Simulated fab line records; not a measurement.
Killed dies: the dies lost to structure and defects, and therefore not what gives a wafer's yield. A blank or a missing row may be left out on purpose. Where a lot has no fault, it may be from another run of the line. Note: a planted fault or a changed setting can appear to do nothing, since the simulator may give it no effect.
Chamber matching | flow n5Finfet | N5_GATE_CUT_STRIP_59 on rieDiel-01: 4 sister chambers
The step strips in N2/H2, time 20 s. 4 wafers are shown with their chamber, then 8 later ones without.

## WAFERS, EACH WITH ITS CHAMBER
wafer  | chamber | drypumpMotorCurrentA (A)
L085.3 | 3       | 5.4
L086.4 | 2       | 5.7
L090.6 | 1       | 5.8
L091.2 | 0       | 6.4

## WAFERS MISSING THEIR CHAMBER
wafer  | drypumpMotorCurrentA (A)
L091.4 | 6.5
L091.6 | 5.7
L094.2 | 5.8
L094.3 | 6.5
L094.6 | 6.4
L097.1 | 6.5
L097.2 | 5.4
L097.3 | 5.7

## CHAMBER TAKEN BY EACH
wafer  | from the rows above     | in truth
L091.4 | 0                       | 0
L091.6 | can't be placed: 2 or 1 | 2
L094.2 | can't be placed: 1 or 2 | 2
L094.3 | 0                       | 0
L094.6 | 0                       | 0
L097.1 | 0                       | 0
L097.2 | 3                       | 3
L097.3 | can't be placed: 2 or 1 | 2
5 of 8 placed correctly. Can't be placed from these rows: 3 (the true chamber is among the candidates in 3). 0 placed wrongly.
How it was worked out, from the rows above alone: a wafer's distance from a chamber is the root of the sum, over the readings, of the square of ((its reading less the chamber's mean) divided by the reading's scatter). If the next closest chamber is less than 2 further off than the closest, the wafer can't be placed; otherwise it belongs to the closest. Each chamber's mean is taken over the wafers shown for it. The scatter: root of mean squared gap, hidden wafer to nearest shown wafer, with one shown wafer a chamber.
